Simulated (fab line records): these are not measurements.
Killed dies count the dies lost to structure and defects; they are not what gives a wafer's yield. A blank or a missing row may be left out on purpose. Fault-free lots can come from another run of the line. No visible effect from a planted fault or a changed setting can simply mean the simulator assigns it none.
Chamber matching -- flow nandHarc -- pecvd-03 running NHARC_P_M0_DEP_32: 3 sister chambers
The step deposits SiCN, target thk 30 nm. 3 wafers are shown with their chamber, then 8 later ones without.

WAFERS, EACH WITH ITS CHAMBER
wafer,chamber,heaterPowerW (W)
L088.4,2,657
L088.5,1,630
L091.1,0,610

WAFERS WITH NO CHAMBER GIVEN
wafer,heaterPowerW (W)
L091.2,647
L091.3,649
L093.1,674
L093.3,604
L093.6,585
L094.2,547
L094.4,655
L094.5,563

EACH ONE'S CHAMBER
wafer,from the rows above,in truth
L091.2,can't be placed: 2 or 1 or 0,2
L091.3,can't be placed: 2 or 1 or 0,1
L093.1,can't be placed: 2 or 1 or 0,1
L093.3,can't be placed: 0 or 1 or 2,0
L093.6,can't be placed: 0 or 1 or 2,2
L094.2,can't be placed: 0 or 1 or 2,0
L094.4,can't be placed: 2 or 1 or 0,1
L094.5,can't be placed: 0 or 1 or 2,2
Correctly placed: 0 of 8. Unplaceable from these rows: 8, with the true chamber sitting among the candidates in 8. Placed wrongly: 0.
How it was worked out, from the rows above alone: a wafer's distance from a chamber is the root of the sum, over the readings, of the square of ((its reading less the chamber's mean) divided by the reading's scatter). The wafer belongs to the nearest chamber; if the next one is less than 2 further off, it can't be placed. Each chamber's mean is taken over the wafers shown for it. The scatter (one wafer shown for each chamber): square how far every hidden wafer sits from the nearest shown wafer, average those squares and take the square root.
